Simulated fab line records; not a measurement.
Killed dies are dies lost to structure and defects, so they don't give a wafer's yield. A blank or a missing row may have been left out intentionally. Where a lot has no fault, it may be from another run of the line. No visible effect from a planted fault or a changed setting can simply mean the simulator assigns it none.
fab line records    flow nand-harc
record: lots: 11  wafers: 33  last-day: 31
route steps=1302 shown A_SGD_CUT@906 END@1302
lots with no fault: from the same line, run without faults
start-h: start of the lot's first displayed wafer, in hours after the record's first day    wait-h: hours since the lot's step before    " same as the row above    L1.1+2: several wafers, shown together as one row    - no value, or no start was given    * or withheld: withheld    < > ~ a bound
route shown NAME@n: NAME is a module with steps in the file, n the number in the route of the first one    usual: the fault-free wafers' mean and standard deviation    same: alike in all rows    chamber/n: place in a boat    sites: the reading at each site    _std_site: standard deviation across them    _edge_site: inner sites' mean taken away from outer sites' mean    radius-mm: how far each site lies from the wafer's centre    mask NAME#n: copy n    behind: the most recent tool/chamber to have shaped the wafer    hold: why the lot went on hold/how many hours it stayed there/how the hold came to an end    device: the n, p or np transistor that did not switch    end of line: the same wafers' tests at the end of the route    a step given without rows: its recipe and nothing more    killed: at the first sort, the dies lost to defects and structure; wafer yield is something else    map: the dies of a wafer, with x for killed, . for not killed, _ for no die there
set.NAME: the setting the step ran with; set.NAME@STEP: the setting that earlier step ran with    model.NAME: the simulator's own value behind a step, which no gauge read
one table for each step of the route and one row for each wafer, over a sample of lots
services: when a tool's chamber went out of use (start-h, in hours from the record's first day, below 0 if earlier), for how many hours, and the reason
== steps ==
step: NHARC_A_SGD_CUT_ETCH_59
recipe: target-depth-a: 2600  over-etch-frac: 0.25  time-s: 406.25  ion-energy-ev: 200  n2-flow-sccm: 150  h2-flow-sccm: 150  ar-flow-sccm: 0  rf-w: 400  bias-w: 150  chemistry: N2/H2
usual: drypump-motor-current-A: 5.7/0.54  oes-product-au: 0.994/0.011  rf-vpp-V: 430.1/2.6  showerhead-plenum-p-Torr: 2.03/0.09  throttle-valve-pct: 14.172/0.0088
same: time-s: 406.25
lot.wafer  tool         chamber  start-h  wait-h  drypump-motor-current-A  oes-product-au  rf-hours-counter-h  rf-vpp-V  showerhead-plenum-p-Torr  throttle-valve-pct
L624.3     rie-diel-04  0        -        -       4.9                      1.015           5                   427.1     1.97                      14.158
L624.4     "            2        "        "       5.9                      0.978           4                   427.5     1.94                      14.176
L624.5     "            0        "        "       4.9                      0.999           -                   429.5     1.97                      14.175
L626.1     rie-diel-12  1        -        -       5.9                      1.009           0                   431.6     2.10                      14.169
L626.2     "            3        "        "       6.0                      0.972           0                   430.1     2.05                      14.175
L626.5     "            0        "        "       5.0                      0.992           -                   429.6     1.98                      14.164
L627.2     rie-diel-12  0        -        -       5.0                      0.982           1                   428.8     1.98                      14.167
L627.4     "            1        "        "       5.8                      0.998           1                   432.2     2.10                      14.178
L627.3     "            3        "        "       6.0                      0.991           1                   432.1     2.05                      14.173
L629.4     rie-diel-12  1        -        -       5.8                      1.005           2                   432.5     2.10                      14.180
L629.3     "            3        "        "       6.0                      0.978           2                   430.6     2.05                      14.199
L629.1     "            0        "        "       5.0                      0.998           2                   430.7     1.98                      14.164
L630.2     rie-diel-11  1        -        -       5.8                      0.981           6                   427.2     1.90                      14.179
L630.4     "            2        "        "       6.4                      1.005           6                   430.7     2.07                      14.168
L630.1     "            3        "        "       5.7                      1.003           5                   435.2     2.18                      14.183
L632.2     rie-diel-11  1        -        -       5.8                      0.983           8                   426.5     1.90                      14.161
L632.3     "            2        "        "       6.4                      1.004           8                   431.0     2.07                      14.161
L632.5     "            1        "        "       5.8                      0.988           -                   425.8     1.90                      14.177
L635.2     rie-diel-12  3        -        -       6.1                      0.999           4                   430.4     2.05                      14.170
L635.5     "            0        "        "       5.0                      0.996           -                   428.9     1.98                      14.175
L635.6     "            1        "        "       5.8                      0.996           -                   433.2     2.09                      14.172
L636.2     rie-diel-12  0        -        -       5.0                      0.997           5                   428.8     1.98                      14.179
L636.1     "            1        "        "       5.9                      1.009           5                   430.9     2.09                      14.169
L636.6     "            0        "        "       5.0                      1.002           -                   429.3     1.98                      14.168
L641.1     rie-diel-12  3        -        -       6.0                      1.000           7                   432.3     2.05                      14.174
L641.6     "            0        "        "       5.1                      0.993           -                   429.1     1.98                      14.157
L641.5     "            1        "        "       5.9                      1.001           -                   431.7     2.09                      14.172
L640.1     rie-diel-12  3        -        -       6.0                      0.999           7                   431.2     2.05                      14.170
L640.3     "            0        "        "       5.0                      0.991           8                   429.1     1.98                      14.184
L640.5     "            1        "        "       5.8                      1.011           -                   431.3     2.09                      14.177
L643.2     rie-diel-04  1        -        -       5.7                      1.014           6                   435.4     2.19                      14.173
L643.1     "            2        "        "       6.0                      0.981           6                   428.5     1.93                      14.156
L643.5     "            1        "        "       5.7                      1.007           -                   433.2     2.19                      14.176
step: NHARC_A_SGD_CUT_ETCH_15
recipe: target-depth-a: 750  time-s: 64.3  ch3f-flow-sccm: 50  o2-flow-sccm: 30  ar-flow-sccm: 200  rf-w: 500  bias-w: 100  chemistry: CH3F/O2
usual: drypump-motor-current-A: 5.8/0.54  oes-product-au: 0.953/0.021  rf-vpp-V: 263.6/1.7  showerhead-plenum-p-Torr: 2.44/0.1  throttle-valve-pct: 20.663/0.009
same: time-s: 64.3
lot.wafer  tool         chamber  start-h  wait-h  drypump-motor-current-A  oes-product-au  rf-hours-counter-h  rf-vpp-V  showerhead-plenum-p-Torr  throttle-valve-pct
L624.4     rie-diel-04  3        -        -       6.1                      0.950           5                   262.6     2.33                      20.665
L624.3     "            1        "        "       5.7                      0.954           4                   266.0     2.63                      20.663
L624.5     "            3        "        "       6.1                      0.951           -                   262.8     2.33                      20.665
L626.2     rie-diel-12  2        -        -       4.9                      0.955           0                   264.2     2.44                      20.667
L626.1     "            1        "        "       5.8                      0.972           0                   264.9     2.52                      20.671
L626.5     "            3        "        "       6.0                      0.970           -                   263.7     2.47                      20.650
L627.2     rie-diel-12  0        -        -       5.0                      0.957           1                   261.3     2.39                      20.655
L627.4     "            1        "        "       5.8                      0.972           1                   264.6     2.52                      20.653
L627.3     "            2        "        "       4.9                      0.977           1                   264.4     2.44                      20.668
L629.3     rie-diel-12  3        -        -       6.0                      0.953           2                   264.4     2.47                      20.648
L629.1     "            1        "        "       5.8                      0.974           2                   265.2     2.52                      20.654
L629.4     "            2        "        "       4.8                      0.972           2                   264.2     2.44                      20.660
L630.1     rie-diel-11  1        -        -       5.8                      0.957           6                   262.0     2.30                      20.679
L630.2     "            2        "        "       6.4                      0.967           6                   264.7     2.49                      20.660
L630.4     "            0        "        "       6.6                      0.980           6                   262.2     2.36                      20.663
L632.3     rie-diel-11  0        -        -       6.6                      0.964           8                   261.9     2.36                      20.655
L632.2     "            1        "        "       5.8                      0.936           8                   261.5     2.30                      20.659
L632.5     "            3        "        "       5.6                      0.961           -                   266.3     2.62                      20.663
L635.2     rie-diel-12  1        -        -       5.8                      0.961           4                   263.9     2.52                      20.638
L635.5     "            2        "        "       4.9                      0.957           -                   264.2     2.44                      20.662
L635.6     "            3        "        "       6.0                      0.972           -                   263.6     2.47                      20.669
L636.2     rie-diel-12  0        -        -       5.0                      0.923           5                   262.5     2.39                      20.664
L636.1     "            1        "        "       5.8                      0.933           5                   264.6     2.52                      20.658
L636.6     "            0        "        "       5.0                      0.921           -                   262.9     2.39                      20.675
L641.1     rie-diel-12  0        -        -       5.0                      0.961           7                   261.0     2.39                      20.668
L641.6     "            1        "        "       5.8                      0.985           -                   265.6     2.52                      20.670
L641.5     "            2        "        "       4.8                      0.965           -                   263.4     2.44                      20.644
L640.1     rie-diel-12  2        -        -       4.8                      0.919           7                   263.0     2.44                      20.655
L640.3     "            3        "        "       6.0                      0.926           7                   265.7     2.47                      20.650
L640.5     "            0        "        "       5.0                      0.915           -                   263.2     2.39                      20.670
L643.1     rie-diel-04  3        -        -       6.1                      0.973           5                   261.1     2.33                      20.684
L643.2     "            0        "        "       4.9                      0.981           5                   262.4     2.38                      20.648
L643.5     "            2        "        "       5.9                      0.976           -                   262.6     2.34                      20.666
step: NHARC_A_SGD_CUT_CMP_21
recipe: target-thk-nm: 148.19
usual: motor-current-A: 12.1/1.1  slurry-flow-ml-min: 150.0/0.47  time-to-endpoint-s: 51/3.3
lot.wafer  tool    chamber  start-h  wait-h  motor-current-A  slurry-flow-ml-min  time-to-endpoint-s
L624.3     cmp-04  2        453.29   0.4     14.1             151.0               51
L624.4     "       0        "        "       12.0             149.8               52
L624.5     "       1        "        "       11.9             149.9               45
L626.1     cmp-04  3        467.31   0.4     12.0             149.6               54
L626.2     "       0        "        "       12.3             150.3               56
L626.5     "       3        "        "       11.4             150.3               52
L627.4     cmp-04  2        479.47   0.4     13.7             149.7               52
L627.3     "       3        "        "       12.0             149.9               51
L627.2     "       0        "        "       12.0             150.1               54
L629.4     cmp-02  0        502.35   0.4     11.4             149.7               56
L629.1     "       1        "        "       13.2             149.1               51
L629.3     "       3        "        "       11.6             150.5               50
L630.1     cmp-04  3        502.35   0.4     11.8             149.8               56
L630.2     "       0        "        "       11.3             151.0               54
L630.4     "       1        "        "       11.4             149.4               50
L632.3     cmp-02  1        528.21   0.4     12.7             149.1               52
L632.2     "       0        "        "       11.7             149.0               57
L632.5     "       2        "        "       11.7             150.4               52
L635.2     cmp-03  1        544.92   0.4     11.9             149.5               50
L635.5     "       2        "        "       11.5             149.9               45
L635.6     "       3        "        "       14.1             149.8               54
L636.1     cmp-03  3        558.15   0.4     13.8             150.6               51
L636.2     "       2        "        "       10.6             149.4               46
L636.6     "       3        "        "       13.7             149.0               51
L640.3     cmp-03  3        606.55   0.4     13.9             149.8               50
L640.1     "       1        "        "       11.8             149.6               48
L640.5     "       2        "        "       10.6             150.6               47
L641.1     cmp-04  2        606.58   0.4     14.7             150.3               56
L641.5     "       0        "        "       11.4             150.1               58
L641.6     "       1        "        "       11.9             150.0               49
L643.2     cmp-03  2        631.03   0.4     11.1             149.5               43
L643.1     "       0        "        "       10.6             149.5               52
L643.5     "       3        "        "       13.4             150.8               52
step: NHARC_A_SGD_CUT_ETCHBACK_24
recipe: target-depth-a: 500  over-etch-frac: 0.3  time-s: 92.857  ion-energy-ev: 120  ch3f-flow-sccm: 50  o2-flow-sccm: 30  ar-flow-sccm: 200  rf-w: 500  bias-w: 100  chemistry: CH3F/O2
usual: drypump-motor-current-A: 5.7/0.53  oes-product-au: 0.97/0.036  rf-vpp-V: 243.8/1.8  showerhead-plenum-p-Torr: 2.43/0.1  throttle-valve-pct: 20.665/0.0091
same: time-s: 92.857
lot.wafer  tool         chamber  start-h  wait-h  drypump-motor-current-A  oes-product-au  rf-hours-counter-h  rf-vpp-V  showerhead-plenum-p-Torr  throttle-valve-pct
L624.4     rie-diel-04  0        453.76   0.2     4.9                      0.94            6                   244.4     2.38                      20.658
L624.3     "            2        "        "       5.9                      0.92            5                   242.1     2.34                      20.665
L624.5     "            0        "        "       4.9                      0.93            -                   242.9     2.38                      20.664
L626.2     rie-diel-12  1        467.78   0.2     5.8                      0.93            1                   243.8     2.52                      20.672
L626.1     "            2        "        "       4.8                      0.92            1                   245.3     2.44                      20.675
L626.5     "            2        "        "       4.8                      0.92            -                   244.9     2.44                      20.662
L627.3     rie-diel-04  3        479.95   0.1     6.1                      0.98            7                   243.2     2.33                      20.651
L627.2     "            0        "        "       4.9                      1.01            7                   244.6     2.38                      20.666
L627.4     "            3        "        "       6.1                      0.97            -                   242.3     2.33                      20.650
L630.4     rie-diel-12  2        502.83   0.1     4.8                      1.00            3                   242.9     2.44                      20.648
L630.2     "            3        "        "       6.0                      1.00            3                   245.1     2.47                      20.646
L630.1     "            0        "        "       5.0                      1.01            3                   244.2     2.39                      20.652
L629.1     rie-diel-11  2        502.84   0.2     6.4                      1.00            7                   244.1     2.49                      20.663
L629.3     "            3        "        "       5.7                      1.00            6                   246.0     2.62                      20.671
L629.4     "            0        "        "       6.6                      1.01            7                   241.1     2.36                      20.659
L632.3     rie-diel-12  0        528.69   0.2     5.0                      0.92            4                   243.3     2.39                      20.674
L632.2     "            1        "        "       5.9                      0.93            4                   244.6     2.52                      20.655
L632.5     "            0        "        "       5.0                      0.91            -                   244.0     2.39                      20.648
L635.2     rie-diel-04  0        545.36   0.2     4.9                      1.00            0                   244.3     2.38                      20.665
L635.5     "            2        "        "       6.0                      0.99            -                   241.3     2.34                      20.653
L635.6     "            3        "        "       6.1                      1.00            -                   242.4     2.33                      20.676
L636.2     rie-diel-04  0        558.63   0.1     4.9                      0.99            1                   241.4     2.38                      20.662
L636.1     "            2        "        "       6.0                      0.99            1                   241.8     2.34                      20.667
L636.6     "            1        "        "       5.8                      1.01            -                   247.1     2.63                      20.684
L640.3     rie-diel-04  1        607.01   0.2     5.7                      1.01            5                   247.3     2.63                      20.653
L640.1     "            0        "        "       4.9                      1.01            4                   241.3     2.38                      20.662
L640.5     "            2        "        "       6.0                      1.00            -                   241.0     2.34                      20.660
L641.1     rie-diel-11  0        607.04   0.2     6.6                      0.99            15                  242.2     2.36                      20.685
L641.5     "            2        "        "       6.4                      1.00            -                   245.6     2.49                      20.666
L641.6     "            3        "        "       5.6                      0.99            -                   245.8     2.61                      20.656
L643.2     rie-diel-11  2        631.50   0.1     6.4                      1.01            1                   244.0     2.49                      20.658
L643.1     "            3        "        "       5.7                      1.00            1                   246.7     2.61                      20.660
L643.5     "            3        "        "       5.6                      0.99            -                   247.0     2.61                      20.657
step: NHARC_A_SGD_CUT_INSPECT_25
usual: raw-defect-count: 381/87
lot.wafer  tool               chamber  start-h  wait-h  raw-defect-count
L624.3     defect-inspect-01  -        453.99   -       397
L624.4     "                  -        "        "       387
L624.5     "                  -        "        "       412
L626.1     defect-inspect-01  -        468.03   -       337
L626.2     "                  -        "        "       333
L626.5     "                  -        "        "       344
L627.2     defect-inspect-02  -        480.23   -       477
L627.3     "                  -        "        "       370
L627.4     "                  -        "        "       404
L629.1     defect-inspect-01  -        503.07   -       295
L629.3     "                  -        "        "       278
L629.4     "                  -        "        "       255
L630.1     defect-inspect-02  -        503.53   -       438
L630.2     "                  -        "        "       321
L630.4     "                  -        "        "       263
L632.2     defect-inspect-01  -        528.93   -       322
L632.3     "                  -        "        "       425
L632.5     "                  -        "        "       426
L635.2     defect-inspect-01  -        545.57   -       277
L635.5     "                  -        "        "       289
L635.6     "                  -        "        "       268
L636.1     defect-inspect-02  -        558.87   -       348
L636.2     "                  -        "        "       348
L636.6     "                  -        "        "       280
L640.1     defect-inspect-02  -        607.25   -       824
L640.3     "                  -        "        "       772
L640.5     "                  -        "        "       870
L641.1     defect-inspect-01  -        607.25   -       554
L641.5     "                  -        "        "       529
L641.6     "                  -        "        "       426
L643.1     defect-inspect-02  -        631.74   -       754
L643.2     "                  -        "        "       729
L643.5     "                  -        "        "       766
step: NHARC_END_SORT_01
recipe: temp-c: 25
usual: killed-at-array: 58/22  killed-at-other: 1.0/1.3  killed-at-periphery: 5/3.4  killed-dies: 64/22  killed-open: 3.6/1.8  killed-short: 2.4/1.7
same: gross-dies: 677
lot.wafer  tool       chamber  start-h  wait-h  killed-at-array  killed-at-other  killed-at-periphery  killed-dies  killed-open  killed-short
L627.2     prober-02  0        594.49   2.8     80               3                0                    83           3            4
L627.3     prober-02  0        595.28   3.1     102              0                1                    103          1            1
L627.4     prober-02  0        596.07   3.4     101              2                2                    105          3            3
L632.2     prober-01  0        647.77   2.8     62               0                3                    65           5            1
L632.3     prober-01  0        648.58   3.1     50               2                2                    54           5            4
L632.5     prober-01  0        650.19   3.7     45               0                3                    48           2            0
L636.1     prober-01  0        677.39   2.5     16               0                1                    17           1            2
L636.2     prober-01  0        678.17   2.7     19               0                2                    21           3            2
L636.6     prober-01  0        681.31   3.9     27               0                3                    30           5            1
L640.1     prober-01  0        718.31   2.5     325              5                4                    334          2            4
L640.3     prober-01  0        719.92   3.1     331              0                1                    332          3            3
L640.5     prober-01  0        721.54   3.7     325              0                4                    329          2            2
L643.1     prober-02  0        750.07   2.5     323              0                2                    325          4            1
L643.2     prober-02  0        750.87   2.8     322              0                6                    328          3            0
L643.5     prober-02  0        753.28   3.7     310              1                7                    318          3            3
killed by level:class
L627.2 A_SLIT:chamber-film-flake=27 A_CHANNEL_HOLE_D2:chamber-film-flake=25 A_CHANNEL_HOLE_D1:chamber-film-flake=16 A_CONTACT:chamber-film-flake=3 HYBRID_BOND:chamber-film-flake=3 A_ONON_D1:geometric-particle:short=1 A_CHANNEL_FILL_D1:geometric-particle:short=1 A_ONON_D2:geometric-particle:short=1
L627.3 A_CHANNEL_HOLE_D1:chamber-film-flake=34 A_CHANNEL_HOLE_D2:chamber-film-flake=30 A_SLIT:chamber-film-flake=23 A_STAIRCASE:chamber-film-flake=4 A_BLC:chamber-film-flake=3 A_CONTACT:chamber-film-flake=2 A_WL_FILL:chamber-film-flake=2 A_ONON_D1:geometric-particle:open=1
L627.4 A_CHANNEL_HOLE_D1:chamber-film-flake=34 A_CHANNEL_HOLE_D2:chamber-film-flake=28 A_SLIT:chamber-film-flake=22 A_M1:chamber-film-flake=3 A_DECK1_JOINT:chamber-film-flake=2 A_STAIRCASE:chamber-film-flake=2 A_WL_FILL:chamber-film-flake=2 P_GATE:geometric-particle:open=1
L632.2 A_SLIT:chamber-film-flake=35 A_CHANNEL_HOLE_D2:chamber-film-flake=14 A_CHANNEL_HOLE_D1:chamber-film-flake=4 A_CONTACT:chamber-film-flake=3 A_WL_FILL:geometric-particle:open=2 P_STI:geometric-particle:open=1 P_M2:geometric-particle:open=1 A_CHANNEL_HOLE_D1:geometric-particle:open=1
L632.3 A_SLIT:chamber-film-flake=23 A_CHANNEL_HOLE_D2:chamber-film-flake=12 A_CONTACT:chamber-film-flake=4 A_CHANNEL_FILL_D1:geometric-particle:open=2 A_WL_FILL:geometric-particle:short=2 A_CONTACT:geometric-particle:open=2 A_CHANNEL_HOLE_D1:chamber-film-flake=2 A_SOURCE_PLATE:geometric-particle:short=1
L632.5 A_SLIT:chamber-film-flake=26 A_CHANNEL_HOLE_D2:chamber-film-flake=6 A_CHANNEL_HOLE_D1:chamber-film-flake=5 A_CONTACT:chamber-film-flake=4 A_WL_FILL:chamber-film-flake=2 P_CONTACT:geometric-particle:open=1 A_M1:geometric-particle:open=1 P_STI:chamber-film-flake=1
L636.1 A_CONTACT:chamber-film-flake=4 A_CHANNEL_HOLE_D1:chamber-film-flake=3 A_ONON_D2:geometric-particle:short=1 A_CHANNEL_FILL_D2:geometric-particle:open=1 A_SLIT:geometric-particle:short=1 P_STI:chamber-film-flake=1 A_ZERO_WELL:chamber-film-flake=1 A_DECK1_JOINT:chamber-film-flake=1
L636.2 A_CHANNEL_HOLE_D1:chamber-film-flake=7 A_CHANNEL_FILL_D2:chamber-film-flake=2 A_STAIRCASE:chamber-film-flake=2 A_SLIT:chamber-film-flake=2 A_CONTACT:chamber-film-flake=2 P_CONTACT:geometric-particle:open=1 A_CHANNEL_HOLE_D1:geometric-particle:short=1 A_CHANNEL_FILL_D1:geometric-particle:open=1
L636.6 A_CHANNEL_HOLE_D1:chamber-film-flake=8 A_CONTACT:chamber-film-flake=8 A_SLIT:chamber-film-flake=4 A_BLC:geometric-particle:open=2 P_CONTACT:geometric-particle:open=1 P_CONTACT:geometric-particle:short=1 A_CONTACT:geometric-particle:open=1 A_BONDPAD:geometric-particle:open=1
L640.1 A_SGD_CUT:unspecified=271 A_SLIT:chamber-film-flake=24 A_CHANNEL_HOLE_D1:chamber-film-flake=19 THIN_TSV:chamber-film-flake=4 A_CHANNEL_FILL_D2:chamber-film-flake=2 A_STAIRCASE:chamber-film-flake=2 P_CONTACT:geometric-particle:short=1 A_CHANNEL_FILL_D1:geometric-particle:open=1
L640.3 A_SGD_CUT:unspecified=266 A_CHANNEL_HOLE_D1:chamber-film-flake=25 A_SLIT:chamber-film-flake=25 A_STAIRCASE:chamber-film-flake=5 A_DECK1_JOINT:chamber-film-flake=2 P_M0:geometric-particle:open=1 A_CHANNEL_FILL_D1:geometric-particle:open=1 A_CHANNEL_FILL_D1:geometric-particle:short=1
L640.5 A_SGD_CUT:unspecified=253 A_SLIT:chamber-film-flake=32 A_CHANNEL_HOLE_D1:chamber-film-flake=26 A_STAIRCASE:chamber-film-flake=4 A_DECK1_JOINT:chamber-film-flake=3 A_DECK1_JOINT:geometric-particle:open=2 P_GATE:chamber-film-flake=2 A_M0:geometric-particle:short=1
L643.1 A_SGD_CUT:unspecified=248 A_CHANNEL_HOLE_D2:chamber-film-flake=24 A_SLIT:chamber-film-flake=22 A_CHANNEL_HOLE_D1:chamber-film-flake=10 A_CONTACT:chamber-film-flake=5 A_M1:geometric-particle:open=3 A_STAIRCASE:chamber-film-flake=3 A_WL_FILL:chamber-film-flake=2
L643.2 A_SGD_CUT:unspecified=263 A_SLIT:chamber-film-flake=24 A_CHANNEL_HOLE_D2:chamber-film-flake=15 A_CHANNEL_HOLE_D1:chamber-film-flake=8 A_CONTACT:chamber-film-flake=5 P_M2:chamber-film-flake=3 A_WL_FILL:chamber-film-flake=2 P_CONTACT:geometric-particle:open=1
L643.5 A_SGD_CUT:unspecified=257 A_CHANNEL_HOLE_D2:chamber-film-flake=19 A_SLIT:chamber-film-flake=16 A_STAIRCASE:chamber-film-flake=4 P_CONTACT:chamber-film-flake=3 A_DECK1_JOINT:geometric-particle:open=2 P_M2:chamber-film-flake=2 A_ZERO_WELL:chamber-film-flake=2
== services ==
tool         chamber  start-h  hours  kind
rie-diel-11  -        432.50   9.0    pm
cmp-04       -        433.86   9.0    repair
rie-diel-12  -        445.40   9.0    pm
cmp-03       -        454.58   1.0    repair
cmp-03       -        456.15   4.0    pm
rie-diel-11  3        458.87   7.3    repair
cmp-04       -        461.39   1.3    repair
cmp-04       -        463.52   0.4    repair
cmp-02       -        467.38   4.0    pm
cmp-03       -        471.85   0.6    repair
cmp-02       -        474.68   0.3    repair
rie-diel-04  1        478.88   7.9    repair
cmp-04       -        503.29   4.0    pm
rie-diel-04  0        514.50   6.3    repair
rie-diel-04  -        531.95   9.0    pm
cmp-03       -        554.15   4.0    pm
cmp-02       -        562.43   0.7    repair
cmp-02       -        565.38   4.0    pm
rie-diel-11  0        583.12   2.5    repair
rie-diel-04  3        593.63   9.0    repair
cmp-04       -        601.29   4.0    pm
rie-diel-11  -        609.50   9.0    pm
cmp-04       -        614.39   1.5    repair
rie-diel-12  -        622.40   9.0    pm
== key ==
first-sign: step: NHARC_A_SGD_CUT_INSPECT_25  reading: raw-defect-count  direction: up  sigmas: 4.7  usual: 381  struck: 786
effect: step: NHARC_END_SORT_01  reading: killed-at-array  direction: up  sigmas: 12  usual: 58  struck: 323
more-kills-born-at: NHARC_A_SGD_CUT_CMP_21@cmp-03: 1557
met-at NHARC_A_SGD_CUT_CMP_21
struck-lots L640,L643
tester-left-out L640,L643
not-acting-at NHARC_A_SGD_CUT_ETCH_59,NHARC_A_SGD_CUT_ETCH_15,NHARC_A_SGD_CUT_ETCHBACK_24
onset-between 558.15 606.55
fault: kind: chamber-particle-source  tool: cmp-03  chamber: -  onset-h: 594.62  steps: NHARC_A_SGD_CUT_CMP_21  rate-per-visit-cm2: 0.57295  end-h: 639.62
tester-left-out: of these lots the tester's yield and bins aren't shown, on N5 and GAA mostly nor the transistor test; their killed dies are dies lost to structure and defects alone, not to doping, threshold or leakage, so they don't give the yield
